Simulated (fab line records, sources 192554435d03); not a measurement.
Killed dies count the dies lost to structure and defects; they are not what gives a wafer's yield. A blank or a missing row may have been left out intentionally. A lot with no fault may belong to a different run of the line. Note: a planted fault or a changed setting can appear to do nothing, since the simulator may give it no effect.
Matching of chambers / flow n5 finfet / N5_HKMG_FIN_CMP_23 on cmp-03 has 4 sister chambers
The step polishes, stops on SiNx, t overpolish 10 s, target thk 46.326 nm. 14 wafers are shown with their chamber, then 7 later ones without.

== WAFERS WITH THEIR CHAMBER ==
wafer=L074.1; chamber=1; motor current A (A)=15.7; pad life wafers=1749; overpolish run s (s)=9.999
wafer=L074.2; chamber=3; motor current A (A)=11.4; pad life wafers=1747; overpolish run s (s)=9.981
wafer=L075.2; chamber=1; motor current A (A)=16.4; pad life wafers=1845; overpolish run s (s)=9.986
wafer=L075.3; chamber=3; motor current A (A)=11.3; pad life wafers=1843; overpolish run s (s)=9.998
wafer=L077.2; chamber=1; motor current A (A)=15.9; pad life wafers=1911; overpolish run s (s)=9.999
wafer=L077.3; chamber=3; motor current A (A)=11.4; pad life wafers=1909; overpolish run s (s)=9.985
wafer=L086.2; chamber=0; motor current A (A)=12.6; pad life wafers=231; overpolish run s (s)=10.008
wafer=L086.4; chamber=2; motor current A (A)=11.1; pad life wafers=229; overpolish run s (s)=9.995
wafer=L089.3; chamber=1; motor current A (A)=16.0; pad life wafers=327; overpolish run s (s)=9.996
wafer=L089.4; chamber=2; motor current A (A)=10.7; pad life wafers=324; overpolish run s (s)=10.004
wafer=L090.2; chamber=2; motor current A (A)=10.9; pad life wafers=380; overpolish run s (s)=10.009
wafer=L093.3; chamber=3; motor current A (A)=11.7; pad life wafers=474; overpolish run s (s)=9.995
wafer=L093.4; chamber=2; motor current A (A)=10.8; pad life wafers=477; overpolish run s (s)=10.009
wafer=L094.2; chamber=1; motor current A (A)=15.5; pad life wafers=524; overpolish run s (s)=10.006

SIGNATURES, as means of the wafers listed above
reading=motor current A; chamber 0=12.600; chamber 1=15.900; chamber 2=10.875; chamber 3=11.450; scatter within a chamber=0.252
reading=pad life wafers; chamber 0=231.00; chamber 1=1271.20; chamber 2=352.50; chamber 3=1493.25; scatter within a chamber=620
reading=overpolish run s; chamber 0=10.00800; chamber 1=9.99720; chamber 2=10.00425; chamber 3=9.98975; scatter within a chamber=0.00732
Rule: a wafer lies at a distance from a chamber equal to the root of the sum of squares, over the readings, of (its reading less the chamber's mean, divided by the reading's scatter). The wafer belongs to the nearest chamber; if the next one is less than 2 further off, it can't be placed. The scatter: take each reading less its chamber's mean, square it, sum over the shown wafers, divide by the number of wafers less the number of chambers, and take the root.

== WAFERS WHOSE CHAMBER IS MISSING ==
wafer=L094.3; motor current A (A)=12.9; pad life wafers=523; overpolish run s (s)=9.997
wafer=L095.4; motor current A (A)=11.2; pad life wafers=594; overpolish run s (s)=9.992
wafer=L096.2; motor current A (A)=16.8; pad life wafers=632; overpolish run s (s)=10.000
wafer=L096.3; motor current A (A)=11.0; pad life wafers=633; overpolish run s (s)=9.989
wafer=L097.1; motor current A (A)=11.6; pad life wafers=684; overpolish run s (s)=10.000
wafer=L097.3; motor current A (A)=12.0; pad life wafers=687; overpolish run s (s)=10.008
wafer=L097.4; motor current A (A)=11.1; pad life wafers=686; overpolish run s (s)=10.006

== WHICH CHAMBER EACH WENT THROUGH ==
wafer=L094.3; from the rows above=0; in truth=0
wafer=L095.4; from the rows above=can't be placed: 3 or 2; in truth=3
wafer=L096.2; from the rows above=1; in truth=1
wafer=L096.3; from the rows above=can't be placed: 2 or 3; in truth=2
wafer=L097.1; from the rows above=can't be placed: 3 or 2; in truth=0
wafer=L097.3; from the rows above=can't be placed: 0 or 3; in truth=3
wafer=L097.4; from the rows above=can't be placed: 2 or 3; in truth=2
2 of 7 placed correctly. Unplaceable from these rows: 5, with the true chamber sitting among the candidates in 4. Wrongly placed: 0.
